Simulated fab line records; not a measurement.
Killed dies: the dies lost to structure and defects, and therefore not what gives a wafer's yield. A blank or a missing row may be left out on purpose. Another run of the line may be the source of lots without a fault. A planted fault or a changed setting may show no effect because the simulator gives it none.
fab line records	flow nand-harc
[record] lots = 7	wafers = 21	last-day = 33
route steps=1302 shown P_M2@340 P_BONDPAD@351 END@1302
lots that met no fault: from a run of the same line without faults
start-h: start of the lot's first displayed wafer, in hours after the record's first day	wait-h: time in hours since the lot's previous step	" the same as in the row above	L1.1+2: a single row standing in for several wafers	- no value present, or no start provided	* or withheld: withheld	< > ~ a bound
route shown NAME@n: a module of which the file shows steps, and the number in the route of the first	usual: the fault-free wafers' mean and standard deviation	same: alike in all rows	chamber/n: place in a boat	sites: the reading at each site	_std_site: how widely they spread, as a standard deviation	_edge_site: the outer-site mean with the inner-site mean subtracted	radius-mm: how far each site lies from the wafer's centre	mask NAME#n: copy n	behind: the most recent tool/chamber to have shaped the wafer	hold: what put the lot on hold/how long, in hours/how the hold closed	device: names the non-switching transistor (n, p or np)	end of line: the tests these same wafers got at the end of their route	where a step has no rows: the recipe by itself	killed: at the first sort, the dies lost to defects and structure; wafer yield is something else	map: per-die view of a wafer (x killed, . not killed, _ where there is no die)
set.NAME: setting as actually run; set.NAME@STEP: the setting as run at that earlier step	model.NAME: the simulator's own value behind a step, which no gauge read
lots at some steps of the route; a table a step, a row a wafer
services: from which hour (start-h, from the record's first day; less than 0 if before it) a tool's chamber was out of use, for how many hours, and why
[[steps]]
[step NHARC_P_M2_PVD_20]
[recipe] target-thk-a = 50	bias-v = 168.6	power-w = 15000	chamber-pressure-pa = 0.12	time-s = 8.06	substrate-temp-c = 50	material = TaN
[usual] bias-v = 168.7/1.8	cathode-dc-power-W = 15000/2.8	throttle-valve-pct = 29.4/1
lot.wafer	tool	chamber	start-h	wait-h	bias-v	cathode-dc-power-W	throttle-valve-pct
L830.2	pvd-sputter-02	-	-	-	169.8	14997	28.7
L830.1	"	-	"	"	168.3	14999	30.1
L830.5	"	-	"	"	168.0	15001	29.8
L834.2	pvd-sputter-03	-	-	-	171.7	15003	28.2
L834.1	"	-	"	"	168.0	15001	30.3
L834.5	"	-	"	"	170.2	14998	28.0
L839.1	pvd-sputter-03	-	-	-	169.0	15000	30.9
L839.6	"	-	"	"	167.2	15005	31.1
L839.5	"	-	"	"	169.5	15001	28.1
L844.2	pvd-sputter-03	-	-	-	167.3	14999	31.1
L844.4	"	-	"	"	170.6	15000	28.1
L844.5	"	-	"	"	167.8	14999	28.1
L845.2	pvd-sputter-01	-	-	-	165.3	15001	30.8
L845.3	"	-	"	"	168.1	15000	30.1
L845.6	"	-	"	"	170.1	14999	28.3
L846.3	pvd-sputter-02	-	-	-	169.5	15001	29.1
L846.1	"	-	"	"	169.6	14997	29.3
L846.6	"	-	"	"	171.1	14994	29.1
L847.2	pvd-sputter-01	-	-	-	167.2	14999	29.8
L847.4	"	-	"	"	170.4	15000	31.0
L847.6	"	-	"	"	166.9	14997	29.8
[step NHARC_P_M2_PVD_21]
[recipe] target-thk-a = 300	chamber-pressure-pa = 5	power-w = 5000	substrate-temp-c = 30	time-s = 20.49	material = Cu
[usual] cathode-dc-power-W = 5000.0/0.94	throttle-valve-pct = 29.5/1.1
lot.wafer	tool	chamber	start-h	wait-h	cathode-dc-power-W	throttle-valve-pct
L830.2	pvd-sputter-02	-	-	-	4999.4	30.4
L830.1	"	-	"	"	4999.3	28.6
L830.5	"	-	"	"	4999.9	29.4
L834.1	pvd-sputter-03	-	-	-	5001.2	30.2
L834.2	"	-	"	"	5001.0	28.2
L834.5	"	-	"	"	4999.7	28.2
L839.1	pvd-sputter-03	-	-	-	5000.4	28.1
L839.6	"	-	"	"	4999.4	27.8
L839.5	"	-	"	"	4998.8	30.1
L844.4	pvd-sputter-03	-	-	-	4999.9	30.9
L844.2	"	-	"	"	4999.5	28.3
L844.5	"	-	"	"	5000.5	28.0
L845.2	pvd-sputter-01	-	-	-	4999.2	28.3
L845.3	"	-	"	"	5000.7	30.2
L845.6	"	-	"	"	4999.6	28.5
L846.1	pvd-sputter-02	-	-	-	4998.9	29.4
L846.3	"	-	"	"	4999.9	29.1
L846.6	"	-	"	"	5000.1	29.5
L847.2	pvd-sputter-01	-	-	-	4999.9	29.2
L847.4	"	-	"	"	4999.2	30.2
L847.6	"	-	"	"	5001.7	31.1
[step NHARC_P_M2_ECD_22]
[recipe] target-thk-a = 4000	bath-temp-c = 25	material = Cu
[step NHARC_P_M2_ANNEAL_31]
[recipe] temp-c = 225	time-s = 90
[usual] anneal-temp-c = 225.01/0.18	wafer_temp_C_max = 225.9/0.34
lot.wafer	tool	chamber	start-h	wait-h	anneal-temp-c	wafer_temp_C_max
L830.1	rtp-anneal-01	0	188.05	-	225.00	225.6
L830.2	"	0	"	"	225.15	225.9
L830.5	"	0	"	"	225.13	225.5
L834.1	rtp-anneal-02	0	228.03	0.3	224.97	226.2
L834.2	"	0	"	"	225.09	225.6
L834.5	"	0	"	"	225.27	226.0
L839.1	rtp-anneal-01	0	280.37	-	224.93	225.6
L839.5	"	0	"	"	224.79	225.5
L839.6	"	0	"	"	224.75	225.7
L844.2	rtp-anneal-01	0	324.17	0.4	225.15	225.6
L844.4	"	0	"	"	224.94	225.8
L844.5	"	0	"	"	225.01	225.3
L845.2	rtp-anneal-01	0	342.97	-	225.19	225.6
L845.3	"	0	"	"	224.63	225.6
L845.6	"	0	"	"	224.72	225.8
L846.1	rtp-anneal-01	0	350.43	0.3	225.25	225.4
L846.3	"	0	"	"	225.37	225.6
L846.6	"	0	"	"	224.90	225.5
L847.2	rtp-anneal-02	0	359.64	0.3	224.98	226.0
L847.4	"	0	"	"	224.64	226.5
L847.6	"	0	"	"	224.91	226.7
[step NHARC_P_M2_CMP_23]
[recipe] t-overpolish-s = 20	target-thk-nm = 144.3
[usual] edge-zone-pressure-frac = 1.001/0.0045	motor-current-A = 11.6/1	time-to-endpoint-s = 29.2/2.5
[same] t-overpolish-s = 20
lot.wafer	tool	chamber	start-h	wait-h	edge-zone-pressure-frac	motor-current-A	time-to-endpoint-s
L830.1	cmp-02	0	188.43	-	0.999	13.4	29.0
L830.2	"	2	"	"	1.005	10.5	29.4
L830.5	"	3	"	"	1.002	11.3	27.4
L834.2	cmp-01	2	228.37	-	1.004	10.9	31.5
L834.1	"	1	"	"	1.007	11.1	26.7
L834.5	"	3	"	"	1.003	12.4	31.2
L839.1	cmp-01	0	280.73	-	0.996	11.8	30.5
L839.6	"	3	"	"	1.002	12.1	32.5
L839.5	"	0	"	"	1.002	12.1	28.9
L844.2	cmp-02	1	324.49	-	0.998	12.8	25.9
L844.4	"	2	"	"	1.004	11.2	31.0
L844.5	"	1	"	"	0.998	12.2	25.8
L845.3	cmp-02	3	343.29	-	0.998	11.9	29.3
L845.2	"	0	"	"	0.993	14.6	29.7
L845.6	"	3	"	"	1.008	11.4	27.6
L846.1	cmp-01	1	350.84	-	1.004	10.7	29.6
L846.3	"	2	"	"	1.004	11.0	30.6
L846.6	"	3	"	"	1.001	11.6	29.8
L847.4	cmp-04	2	359.99	-	0.996	9.6	30.2
L847.2	"	3	"	"	1.002	13.9	27.3
L847.6	"	0	"	"	0.994	11.8	27.1
[step NHARC_P_M2_THK_MEAS_24]
[recipe] thk-meas-gauge = xrf
[usual] thk-nm = 144.4/1.6
lot.wafer	tool	chamber	start-h	wait-h	thk-nm
L830.1	film-metro-02	-	188.71	-	145.1
L830.2	"	-	"	"	148.3
L830.5	"	-	"	"	144.3
L834.1	film-metro-01	-	228.69	-	143.0
L834.2	"	-	"	"	144.1
L834.5	"	-	"	"	144.1
L839.1	film-metro-01	-	281.01	-	144.6
L839.5	"	-	"	"	142.2
L839.6	"	-	"	"	142.5
L844.2	film-metro-01	-	324.77	-	143.3
L844.4	"	-	"	"	145.7
L844.5	"	-	"	"	142.6
L845.2	film-metro-02	-	343.57	-	145.7
L845.3	"	-	"	"	145.2
L845.6	"	-	"	"	145.4
L846.1	film-metro-02	-	351.10	-	144.1
L846.3	"	-	"	"	144.5
L846.6	"	-	"	"	145.5
L847.2	film-metro-02	-	360.24	-	145.1
L847.4	"	-	"	"	144.1
L847.6	"	-	"	"	144.8
[step NHARC_P_M2_SRD_25]
[step NHARC_P_M2_INSPECT_27]
[usual] raw-defect-count = 326/130
lot.wafer	tool	chamber	start-h	wait-h	raw-defect-count
L830.1	defect-inspect-01	-	188.87	0.0	520
L830.2	"	-	"	"	209
L830.5	"	-	"	"	361
L834.1	defect-inspect-01	-	228.84	0.0	189
L834.2	"	-	"	"	396
L834.5	"	-	"	"	312
L839.1	defect-inspect-02	-	281.17	0.0	684
L839.5	"	-	"	"	274
L839.6	"	-	"	"	492
L844.2	defect-inspect-02	-	324.96	0.0	369
L844.4	"	-	"	"	173
L844.5	"	-	"	"	286
L845.2	defect-inspect-01	-	343.73	0.0	228
L845.3	"	-	"	"	259
L845.6	"	-	"	"	160
L846.1	defect-inspect-02	-	351.25	0.0	297
L846.3	"	-	"	"	347
L846.6	"	-	"	"	284
L847.2	defect-inspect-02	-	360.40	0.0	274
L847.4	"	-	"	"	201
L847.6	"	-	"	"	196
[step NHARC_P_M2_PRE_CLEAN_32]
[recipe] time-s = 12	temp-c = 370	rf-power-w = 300	gas = NH3
[step NHARC_P_M2_DEP_33]
[recipe] target-thk-a = 300	temp-c = 370	target-thk-nm = 30	pressure-torr = 3	flow-sccm = 200	rf-w = 450	material = SiCN
[step NHARC_P_BONDPAD_DEP_00]
[recipe] target-thk-a = 2500	temp-c = 370	target-thk-nm = 250	pressure-torr = 3	flow-sccm = 200	rf-w = 450	material = SiCN
[usual] chamber-pressure-Torr = 3.000/0.0059	heater-power-w = 621/89
lot.wafer	tool	chamber	start-h	wait-h	chamber-pressure-Torr	heater-power-w
L830.1	pecvd-02	2	189.48	-	3.003	579
L830.2	"	0	"	"	3.010	651
L830.5	"	1	"	"	2.997	723
L834.2	pecvd-03	2	229.41	-	3.004	585
L834.1	"	1	"	"	3.001	724
L834.5	"	2	"	"	3.009	613
L839.1	pecvd-02	0	-	-	2.994	701
L839.6	"	1	"	"	2.995	715
L839.5	"	2	"	"	3.010	592
L844.2	pecvd-03	1	325.52	-	2.994	746
L844.5	"	1	"	"	3.001	762
L844.4	"	0	"	"	2.994	506
L845.2	pecvd-02	1	344.29	-	3.006	766
L845.3	"	2	"	"	3.001	590
L845.6	"	2	"	"	3.008	589
L846.1	pecvd-03	0	351.99	0.5	3.001	484
L846.3	"	2	"	"	3.012	517
L846.6	"	2	"	"	3.003	524
L847.2	pecvd-03	1	360.96	-	3.001	765
L847.4	"	1	"	"	3.000	755
L847.6	"	0	"	"	2.986	559
[step NHARC_P_BONDPAD_CMP_32]
[recipe] target-thk-nm = 200	material = SiCN
[usual] edge-zone-pressure-frac = 0.999/0.0052	motor-current-A = 11.7/1.2
lot.wafer	tool	chamber	start-h	wait-h	edge-zone-pressure-frac	motor-current-A
L830.2	cmp-02	2	189.84	-	1.004	11.5
L830.1	"	1	"	"	0.994	12.0
L830.5	"	2	"	"	0.997	11.5
L834.1	cmp-03	3	229.86	-	1.004	11.7
L834.2	"	0	"	"	1.004	11.6
L834.5	"	1	"	"	0.998	10.4
L839.1	cmp-03	3	282.12	-	0.996	11.5
L839.6	"	3	"	"	1.000	12.0
L839.5	"	0	"	"	1.000	11.9
L844.2	cmp-03	1	325.95	-	-	-
L844.4	"	3	"	"	-	-
L844.5	"	0	"	"	-	-
L845.2	cmp-04	2	344.69	-	-	-
L845.3	"	1	"	"	-	-
L845.6	"	3	"	"	-	-
L846.3	cmp-03	0	352.40	-	-	-
L846.1	"	2	"	"	-	-
L846.6	"	0	"	"	-	-
L847.4	cmp-04	2	361.42	-	0.993	9.8
L847.2	"	3	"	"	1.007	13.4
L847.6	"	0	"	"	1.000	11.9
[step NHARC_P_BONDPAD_THK_MEAS_33]
[recipe] thk-meas-gauge = ellipsometry
[usual] thk-nm = 200.0/1.4
lot.wafer	tool	chamber	start-h	wait-h	thk-nm
L830.1	film-metro-01	-	190.09	0.1	200.4
L830.2	"	-	"	"	200.2
L830.5	"	-	"	"	199.6
L834.1	film-metro-01	-	230.07	0.2	197.8
L834.2	"	-	"	"	200.0
L834.5	"	-	"	"	200.1
L839.1	film-metro-02	-	282.36	0.2	198.4
L839.5	"	-	"	"	197.7
L839.6	"	-	"	"	197.1
L844.2	film-metro-02	-	326.18	0.2	248.4
L844.4	"	-	"	"	254.0
L844.5	"	-	"	"	247.9
L845.2	film-metro-02	-	344.94	0.2	251.4
L845.3	"	-	"	"	249.0
L845.6	"	-	"	"	257.5
L846.1	film-metro-01	-	352.65	0.2	250.1
L846.3	"	-	"	"	245.5
L846.6	"	-	"	"	251.2
L847.2	film-metro-01	-	361.62	0.2	200.2
L847.4	"	-	"	"	200.9
L847.6	"	-	"	"	200.5
[step NHARC_P_BONDPAD_SRD_34]
[step NHARC_END_SORT_01]
[recipe] temp-c = 25
[usual] defect-limited-yield = 91.5/2.9	killed-at-array = 53/20	killed-at-other = 1/1.2	killed-at-periphery = 3.7/2.6	killed-dies = 58/20	killed-open = 3.5/1.8	killed-short = 2.4/1.7	sort_bin_2_pct = 3.1/1.3	sort_bin_3_pct = 0.6/0.4	sort_bin_4_pct = 4.9/1.7	sort-n-pass = 619/20	sort-rim-yield-pct = 92/4	sort-yield-pct = 91.5/2.9
[same] gross-dies = 677	sort_bin_5_pct[%] = 0	sort_bin_6_pct[%] = 0	sort_bin_7_pct[%] = 0	sort_bin_8_pct[%] = 0	sort-rim-n-gross = 106.00
lot.wafer	tool	chamber	start-h	wait-h	defect-limited-yield[%]	killed-at-array	killed-at-other	killed-at-periphery	killed-dies	killed-open	killed-short	sort_bin_2_pct[%]	sort_bin_3_pct[%]	sort_bin_4_pct[%]	sort-n-pass	sort-rim-yield-pct[%]	sort-yield-pct[%]
L830.1	prober-02	0	621.10	2.5	93.4	42	0	3	45	5	2	1.8	0.3	4.6	632	92	93.4
L830.2	prober-02	0	621.89	2.8	96.6	21	2	0	23	2	2	1.5	0	1.9	654	95	96.6
L830.5	prober-02	0	624.27	3.7	94.5	32	1	4	37	2	1	1.8	0.1	3.5	640	96	94.5
L834.1	prober-02	0	653.36	2.5	90.3	64	1	1	66	1	3	4.0	0.3	5.5	611	97	90.3
L834.2	prober-02	0	654.16	2.8	90.0	60	3	5	68	3	3	3.5	0.6	5.9	609	90	90.0
L834.5	prober-02	0	656.56	3.7	89.2	65	3	5	73	4	5	4.3	0.6	5.9	604	93	89.2
L839.1	prober-02	0	696.60	2.5	86.3	90	0	3	93	3	4	5.3	0.7	7.7	584	91	86.3
L839.5	prober-02	0	699.84	3.7	86.0	93	0	2	95	4	0	4.6	0.7	8.7	582	92	86.0
L839.6	prober-02	0	700.65	4.0	87.3	81	0	5	86	3	2	4.9	0.6	7.2	591	82	87.3
L844.2	prober-01	0	765.17	2.8	0	52	0	625	677	2	4	95.3	0.3	4.4	0	0	0
L844.4	prober-01	0	766.76	3.4	0	55	0	622	677	5	3	93.2	0.6	6.2	0	0	0
L844.5	prober-01	0	767.55	3.7	0	52	0	625	677	5	5	94.7	0.7	4.6	0	0	0
L845.2	prober-02	0	774.18	2.8	0	27	0	650	677	6	5	95.7	0.3	4.0	0	0	0
L845.3	prober-02	0	774.98	3.1	0	26	1	650	677	2	4	96.6	0.4	3.0	0	0	0
L845.6	prober-02	0	777.39	4.0	0	31	2	644	677	1	6	96.5	0.4	3.1	0	0	0
L847.2	prober-01	0	774.24	2.8	89.7	61	1	8	70	5	2	2.5	0.9	6.9	607	89	89.7
L847.4	prober-01	0	775.85	3.4	92.9	41	0	7	48	4	2	3.2	0.4	3.4	629	88	92.9
L847.6	prober-01	0	777.46	4.0	89.2	65	0	8	73	7	2	3.4	0.9	6.5	604	92	89.2
L846.1	prober-02	0	791.48	2.5	0	50	0	627	677	5	3	94.7	1.2	4.1	0	0	0
L846.3	prober-02	0	793.08	3.1	0	52	0	625	677	5	1	96.0	0.7	3.2	0	0	0
L846.6	prober-02	0	795.49	4.0	0	55	0	622	677	2	2	94.1	0.4	5.5	0	0	0
// killed by level:class
L830.1 A_CHANNEL_HOLE_D2:chamber-film-flake=15 A_STAIRCASE:chamber-film-flake=9 A_CHANNEL_HOLE_D1:chamber-film-flake=4 A_CONTACT:chamber-film-flake=3 A_M0:geometric-particle:open=2 A_SLIT:chamber-film-flake=2 A_WL_FILL:chamber-film-flake=2 P_STI:geometric-particle:open=1
L830.2 A_STAIRCASE:chamber-film-flake=9 A_CHANNEL_HOLE_D2:chamber-film-flake=4 A_CHANNEL_HOLE_D1:chamber-film-flake=2 THIN_TSV:chamber-film-flake=2 A_CHANNEL_FILL_D1:geometric-particle:short=1 A_SGD_CUT:geometric-particle:short=1 A_CONTACT:geometric-particle:open=1 A_M1:geometric-particle:open=1
L830.5 A_CHANNEL_HOLE_D2:chamber-film-flake=12 A_STAIRCASE:chamber-film-flake=11 A_CHANNEL_HOLE_D1:chamber-film-flake=3 P_GATE:chamber-film-flake=2 A_WL_FILL:chamber-film-flake=2 A_CONTACT:chamber-film-flake=2 P_M0:geometric-particle:open=1 A_WL_FILL:geometric-particle:open=1
L834.1 A_CHANNEL_HOLE_D1:chamber-film-flake=32 A_CHANNEL_HOLE_D2:chamber-film-flake=16 A_CONTACT:chamber-film-flake=6 A_DECK1_JOINT:chamber-film-flake=3 A_ZERO_WELL:chamber-film-flake=2 A_ONON_D2:geometric-particle:short=1 A_CHANNEL_HOLE_D2:geometric-particle:open=1 A_SGD_CUT:geometric-particle:short=1
L834.2 A_CHANNEL_HOLE_D1:chamber-film-flake=32 A_CHANNEL_HOLE_D2:chamber-film-flake=12 A_CONTACT:chamber-film-flake=6 P_M2:chamber-film-flake=3 A_WL_FILL:chamber-film-flake=3 THIN_TSV:chamber-film-flake=3 P_M0:geometric-particle:short=1 P_M1:geometric-particle:open=1
L834.5 A_CHANNEL_HOLE_D1:chamber-film-flake=30 A_CHANNEL_HOLE_D2:chamber-film-flake=19 A_CONTACT:chamber-film-flake=5 A_STAIRCASE:chamber-film-flake=3 THIN_TSV:chamber-film-flake=3 A_ONON_D1:geometric-particle:short=2 P_ZERO_WELL:chamber-film-flake=2 P_CONTACT:geometric-particle:open=1
L839.1 A_SLIT:chamber-film-flake=34 A_CHANNEL_HOLE_D1:chamber-film-flake=33 A_CHANNEL_HOLE_D2:chamber-film-flake=9 A_DECK1_JOINT:chamber-film-flake=3 A_STAIRCASE:chamber-film-flake=3 A_CONTACT:chamber-film-flake=3 A_ONON_D2:geometric-particle:open=2 P_CONTACT:geometric-particle:open=1
L839.5 A_CHANNEL_HOLE_D1:chamber-film-flake=42 A_SLIT:chamber-film-flake=32 A_CHANNEL_HOLE_D2:chamber-film-flake=7 A_CONTACT:chamber-film-flake=5 A_ONON_D1:geometric-particle:open=1 A_CHANNEL_FILL_D1:geometric-particle:open=1 A_ONON_D2:geometric-particle:open=1 A_CHANNEL_FILL_D2:geometric-particle:open=1
L839.6 A_CHANNEL_HOLE_D1:chamber-film-flake=33 A_SLIT:chamber-film-flake=18 A_CHANNEL_HOLE_D2:chamber-film-flake=17 A_CONTACT:chamber-film-flake=5 P_STI:chamber-film-flake=2 P_GATE:chamber-film-flake=2 A_ONON_D1:geometric-particle:open=1 A_CHANNEL_HOLE_D1:geometric-particle:short=1
L844.2 P_BONDPAD:area-cmp=624 A_CHANNEL_HOLE_D1:chamber-film-flake=28 A_CONTACT:chamber-film-flake=6 A_SLIT:chamber-film-flake=5 A_STAIRCASE:chamber-film-flake=3 A_WL_FILL:chamber-film-flake=3 P_CONTACT:geometric-particle:open=1 A_SOURCE_PLATE:geometric-particle:short=1
L844.4 P_BONDPAD:area-cmp=618 A_CHANNEL_HOLE_D1:chamber-film-flake=35 A_M1:chamber-film-flake=5 P_ZERO_WELL:chamber-film-flake=2 A_STAIRCASE:chamber-film-flake=2 A_SLIT:chamber-film-flake=2 A_CONTACT:chamber-film-flake=2 P_CONTACT:geometric-particle:open=1
L844.5 P_BONDPAD:area-cmp=624 A_CHANNEL_HOLE_D1:chamber-film-flake=25 A_CONTACT:chamber-film-flake=5 A_SLIT:chamber-film-flake=4 A_STAIRCASE:chamber-film-flake=3 A_CHANNEL_HOLE_D2:geometric-particle:short=2 A_CHANNEL_FILL_D2:geometric-particle:open=2 A_CHANNEL_HOLE_D2:chamber-film-flake=2
L845.2 P_BONDPAD:area-cmp=640 A_SLIT:chamber-film-flake=7 A_CONTACT:chamber-film-flake=5 P_M0:geometric-particle:open=3 P_CONTACT:chamber-film-flake=3 A_WL_FILL:geometric-particle:short=2 P_ZERO_WELL:chamber-film-flake=2 A_CHANNEL_HOLE_D1:unspecified=2
L847.2 A_CHANNEL_HOLE_D2:chamber-film-flake=27 A_CHANNEL_HOLE_D1:chamber-film-flake=8 A_CHANNEL_FILL_D1:chamber-film-flake=6 A_SLIT:chamber-film-flake=6 A_CONTACT:chamber-film-flake=6 P_M0:geometric-particle:open=2 P_CONTACT:chamber-film-flake=2 A_M0:chamber-film-flake=2
L845.3 P_BONDPAD:area-cmp=644 A_CONTACT:chamber-film-flake=7 A_SLIT:chamber-film-flake=7 P_M2:chamber-film-flake=3 A_ONON_D2:geometric-particle:short=2 P_CONTACT:chamber-film-flake=2 A_CHANNEL_HOLE_D1:chamber-film-flake=1 A_ONON_D1:geometric-particle:short=1
L847.4 A_CHANNEL_HOLE_D2:chamber-film-flake=12 A_SLIT:chamber-film-flake=8 A_CHANNEL_HOLE_D1:chamber-film-flake=5 A_CONTACT:chamber-film-flake=3 P_GATE:chamber-film-flake=3 A_M0:chamber-film-flake=3 P_BONDPAD:chamber-film-flake=2 A_CHANNEL_FILL_D1:chamber-film-flake=2
L845.6 P_BONDPAD:area-cmp=642 A_CONTACT:chamber-film-flake=10 A_SLIT:chamber-film-flake=7 A_WL_FILL:geometric-particle:short=2 A_CHANNEL_HOLE_D2:chamber-film-flake=2 A_STAIRCASE:chamber-film-flake=2 THIN_TSV:chamber-film-flake=2 P_CONTACT:geometric-particle:short=1
L847.6 A_CHANNEL_HOLE_D2:chamber-film-flake=17 A_CHANNEL_HOLE_D1:chamber-film-flake=17 A_SLIT:chamber-film-flake=10 A_STAIRCASE:chamber-film-flake=6 P_GATE:chamber-film-flake=4 A_CONTACT:chamber-film-flake=4 A_CHANNEL_FILL_D2:geometric-particle:open=3 A_ONON_D1:geometric-particle:short=2
L846.1 P_BONDPAD:area-cmp=622 A_CHANNEL_HOLE_D2:chamber-film-flake=20 A_SLIT:chamber-film-flake=19 P_GATE:chamber-film-flake=5 A_CHANNEL_FILL_D2:geometric-particle:open=2 A_M0:geometric-particle:open=2 A_STAIRCASE:chamber-film-flake=2 A_CHANNEL_FILL_D1:geometric-particle:short=1
L846.3 P_BONDPAD:area-cmp=622 A_SLIT:chamber-film-flake=21 A_CHANNEL_HOLE_D2:chamber-film-flake=18 A_M1:chamber-film-flake=3 A_CHANNEL_FILL_D1:geometric-particle:open=2 A_ZERO_WELL:chamber-film-flake=2 A_STAIRCASE:chamber-film-flake=2 P_M0:geometric-particle:open=1
L846.6 P_BONDPAD:area-cmp=620 A_CHANNEL_HOLE_D2:chamber-film-flake=29 A_SLIT:chamber-film-flake=15 A_ZERO_WELL:chamber-film-flake=3 A_M1:chamber-film-flake=3 A_BLC:geometric-particle:open=2 P_M0:geometric-particle:short=1 A_DECK1_JOINT:geometric-particle:short=1
// map L844.2 (x killed, . not)
____________x____________
_________xxxxxxx_________
_______xxxxxxxxxxx_______
______xxxxxxxxxxxxx______
_____xxxxxxxxxxxxxxx_____
____xxxxxxxxxxxxxxxxx____
____xxxxxxxxxxxxxxxxx____
___xxxxxxxxxxxxxxxxxxx___
___xxxxxxxxxxxxxxxxxxx___
__xxxxxxxxxxxxxxxxxxxxx__
__xxxxxxxxxxxxxxxxxxxxx__
_xxxxxxxxxxxxxxxxxxxxxxx_
_xxxxxxxxxxxxxxxxxxxxxxx_
_xxxxxxxxxxxxxxxxxxxxxxx_
_xxxxxxxxxxxxxxxxxxxxxxx_
_xxxxxxxxxxxxxxxxxxxxxxx_
xxxxxxxxxxxxxxxxxxxxxxxxx
xxxxxxxxxxxxxxxxxxxxxxxxx
xxxxxxxxxxxxxxxxxxxxxxxxx
xxxxxxxxxxxxxxxxxxxxxxxxx
xxxxxxxxxxxxxxxxxxxxxxxxx
_xxxxxxxxxxxxxxxxxxxxxxx_
_xxxxxxxxxxxxxxxxxxxxxxx_
_xxxxxxxxxxxxxxxxxxxxxxx_
_xxxxxxxxxxxxxxxxxxxxxxx_
_xxxxxxxxxxxxxxxxxxxxxxx_
__xxxxxxxxxxxxxxxxxxxxx__
__xxxxxxxxxxxxxxxxxxxxx__
___xxxxxxxxxxxxxxxxxxx___
___xxxxxxxxxxxxxxxxxxx___
____xxxxxxxxxxxxxxxxx____
____xxxxxxxxxxxxxxxxx____
_____xxxxxxxxxxxxxxx_____
______xxxxxxxxxxxxx______
_______xxxxxxxxxxx_______
_________xxxxxxx_________
____________x____________
// map L845.2 (x killed, . not)
____________x____________
_________xxxxxxx_________
_______xxxxxxxxxxx_______
______xxxxxxxxxxxxx______
_____xxxxxxxxxxxxxxx_____
____xxxxxxxxxxxxxxxxx____
____xxxxxxxxxxxxxxxxx____
___xxxxxxxxxxxxxxxxxxx___
___xxxxxxxxxxxxxxxxxxx___
__xxxxxxxxxxxxxxxxxxxxx__
__xxxxxxxxxxxxxxxxxxxxx__
_xxxxxxxxxxxxxxxxxxxxxxx_
_xxxxxxxxxxxxxxxxxxxxxxx_
_xxxxxxxxxxxxxxxxxxxxxxx_
_xxxxxxxxxxxxxxxxxxxxxxx_
_xxxxxxxxxxxxxxxxxxxxxxx_
xxxxxxxxxxxxxxxxxxxxxxxxx
xxxxxxxxxxxxxxxxxxxxxxxxx
xxxxxxxxxxxxxxxxxxxxxxxxx
xxxxxxxxxxxxxxxxxxxxxxxxx
xxxxxxxxxxxxxxxxxxxxxxxxx
_xxxxxxxxxxxxxxxxxxxxxxx_
_xxxxxxxxxxxxxxxxxxxxxxx_
_xxxxxxxxxxxxxxxxxxxxxxx_
_xxxxxxxxxxxxxxxxxxxxxxx_
_xxxxxxxxxxxxxxxxxxxxxxx_
__xxxxxxxxxxxxxxxxxxxxx__
__xxxxxxxxxxxxxxxxxxxxx__
___xxxxxxxxxxxxxxxxxxx___
___xxxxxxxxxxxxxxxxxxx___
____xxxxxxxxxxxxxxxxx____
____xxxxxxxxxxxxxxxxx____
_____xxxxxxxxxxxxxxx_____
______xxxxxxxxxxxxx______
_______xxxxxxxxxxx_______
_________xxxxxxx_________
____________x____________
[[services]]
tool	chamber	start-h	hours	kind
pvd-sputter-03	-	170.00	10.0	pm
cmp-03	-	181.87	18.9	repair
pecvd-03	-	185.05	13.0	pm
cmp-01	-	185.52	4.0	pm
cmp-04	-	193.07	0.4	repair
cmp-02	-	196.02	0.3	repair
cmp-04	-	209.00	4.0	pm
pvd-sputter-02	-	221.84	8.3	repair
pvd-sputter-01	-	225.24	3.9	repair
pecvd-02	-	227.00	13.0	pm
pvd-sputter-01	-	229.17	10.0	pm
cmp-02	-	234.72	4.0	pm
cmp-01	-	241.35	5.8	repair
pvd-sputter-01	-	253.70	4.3	repair
cmp-03	-	254.42	0.3	repair
cmp-01	-	258.55	0.8	repair
cmp-03	-	260.11	4.0	pm
cmp-02	-	266.64	2.0	repair
pvd-sputter-02	-	282.01	10.0	pm
cmp-02	-	332.72	4.0	pm
pvd-sputter-03	-	348.00	10.0	pm
pecvd-03	-	348.66	0.8	repair
cmp-02	-	357.74	0.5	repair
cmp-03	-	358.11	4.0	pm
[[key]]
[first-sign] step = NHARC_P_BONDPAD_CMP_32	reading = tool-record	direction = missing
[effect] step = NHARC_P_BONDPAD_THK_MEAS_33	reading = thk-nm	direction = up	sigmas = 35	usual = 200.0	struck = 250.6
[effect] step = NHARC_END_SORT_01	reading = killed-at-periphery	direction = up	sigmas = 99+	usual = 3.7	struck = 632.2
[more-kills-born-at] NHARC_P_BONDPAD_CMP_32@cmp-03 = 3730	NHARC_P_BONDPAD_CMP_32@cmp-04 = 1926
met-at NHARC_P_BONDPAD_CMP_32
struck-wafers L844.2,L844.4,L844.5,L845.2,L845.3,L845.6,L846.1,L846.3,L846.6
later-rows-left-out L844.2,L844.4,L844.5,L845.2,L845.3,L845.6,L846.1,L846.3,L846.6
onset-between 282.12 325.95
[fault] kind = skipped-step-whole	tool = cmp-03,cmp-04	chamber = -	onset-h = 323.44	steps = NHARC_P_BONDPAD_CMP_32	scope = struck-lots-only
// later-rows-left-out: the simulator's readings of these wafers behind a module that went badly wrong aren't trusted and aren't shown, but for the sort
